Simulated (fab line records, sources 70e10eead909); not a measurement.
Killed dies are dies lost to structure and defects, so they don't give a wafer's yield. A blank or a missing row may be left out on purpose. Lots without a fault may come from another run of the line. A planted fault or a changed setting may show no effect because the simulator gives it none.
A struck lot beside a sound one | flow nand_harc | 17 steps out of a route of 1159
Sound: wafers L881.1, L881.2, L881.5. Struck: wafers L867.2, L867.3, L867.6. The cause comes at the end.
At each step with rows: each side's tool, then ch and its chambers, then its first start. Under that, the readings that differ: sound wafers | struck wafers | difference of the means | sigmas: that difference in standard deviations of wafers without a fault.
alike: readings whose means differ by less than 2 such deviations, and words and numbers that are the same on both sides. not compared: withheld readings, readings that some wafer has no value for, bounds like >300 that may hide the same value, and numbers for which the record gives no deviation and whose values overlap.
The two part at a step that has a row with sigmas, a row that says differs or no value, or rows on one side only. Numbers that don't overlap but have no deviation are shown without sigmas and don't part them. A reading that every wafer of one side lacks parts them only if that side has two wafers or more.

first, 2 steps without rows for these wafers: NHARC_A_M1_DESCUM_14 (chemistry O2, time 3 s); NHARC_A_M1_ETCH_35 (etches the open film in N2/H2, target depth 40 nm, overetch 12 nm, time 43.94 s).
NHARC_A_M1_ETCH_15: etches the open film in C4F8/Ar, target depth 182.5 nm, time 91.2 s.
  sound on rie_diel-13 ch 1,2,3; struck on rie_diel-08 ch 0,1
  alike: oes_product_au, rf_vpp_V
  not compared: rf_hours_counter_h
NHARC_A_M1_CD_MEAS_16:
  sound on cd_sem-02, day 23 02:32; struck on cd_sem-02, day 19 09:14
  alike: cd_nm
NHARC_A_M1_STRIP_18: strips in N2/H2.
  sound on rie_diel-08 ch 0,3, day 23 02:38; struck on rie_diel-13 ch 1,3, day 19 09:20
  reading                     | sound       | struck      | difference | sigmas
  drypump_motor_current_A (A) | 6.4 5.8 6.4 | 5.2 5.1 5.2 | -1.0       | -2
  alike: oes_product_au, rf_vpp_V, showerhead_plenum_p_Torr, throttle_valve_pct
  not compared: rf_hours_counter_h
NHARC_A_M1_ETCH_28: etches the open film in CF4/N2, target depth 30 nm, time 72.99 s.
  sound on rie_diel-08 ch 0,1,2; struck on rie_diel-13 ch 0,1,3
  alike: drypump_motor_current_A, oes_product_au, rf_vpp_V, showerhead_plenum_p_Torr, throttle_valve_pct
  not compared: rf_hours_counter_h
then, 1 step without rows for these wafers: NHARC_A_M1_STRIP_19 (strips in post etch residue remover, time 600 s).
NHARC_A_M1_DEGAS_29: time 60 s.
  sound on pvd_sputter-02, day 23 03:15; struck on pvd_sputter-01, day 19 09:58
  alike: heater_power_w
then, 2 steps without rows for these wafers: NHARC_A_M1_PRE_CLEAN_30 (time 30 s); NHARC_A_M1_PVD_20 (deposits TaN, target thk 5 nm, time 8.06 s).
NHARC_A_M1_PVD_21: deposits Cu, target thk 30 nm, time 20.49 s.
  sound on pvd_sputter-02; struck on pvd_sputter-01
  alike: throttle_valve_pct
NHARC_A_M1_ECD_22: material Cu, target thk 400 nm.
  sound on ecd_cu-02 ch 0,1, day 23 03:36; struck on ecd_cu-01 ch 1, day 19 10:22
  no value came back on the struck wafers for bath_heat_duty_pct (%), bath_temp_c (C); on the sound wafers bath_heat_duty_pct (%) reads 6.4 6.7 6.3
then, 1 step without rows for these wafers: NHARC_A_M1_ANNEAL_31 (time 90 s).
NHARC_A_M1_CMP_23: polishes, t overpolish 20 s, target thk 154.34 nm.
  sound on cmp-04 ch 0,1, day 23 04:22; struck on cmp-04 ch 1,2,3, day 19 11:02
  reading                | sound          | struck      | difference | sigmas
  time_to_endpoint_s (s) | 25.6 29.6 25.6 | 1.6 4.0 4.5 | -23.6      | -9
  alike: motor_current_A
NHARC_A_M1_THK_MEAS_24: measures by xrf.
  sound on film_metro-01, day 23 04:39; struck on film_metro-02, day 19 11:22
  reading     | sound             | struck         | difference | sigmas
  thk_nm (nm) | 153.0 155.8 152.9 | 29.4 29.3 31.1 | -124.0     | -89
then, 1 step without rows for these wafers: NHARC_A_M1_SRD_25.
NHARC_END_SORT_01:
  the record has rows for the sound wafers here (prober-01 ch 0, day 24 17:35) and none for the struck ones

WHERE THEY PART
First at NHARC_A_M1_STRIP_18; last, within this record, at NHARC_END_SORT_01.

WHY: what the simulator had put in
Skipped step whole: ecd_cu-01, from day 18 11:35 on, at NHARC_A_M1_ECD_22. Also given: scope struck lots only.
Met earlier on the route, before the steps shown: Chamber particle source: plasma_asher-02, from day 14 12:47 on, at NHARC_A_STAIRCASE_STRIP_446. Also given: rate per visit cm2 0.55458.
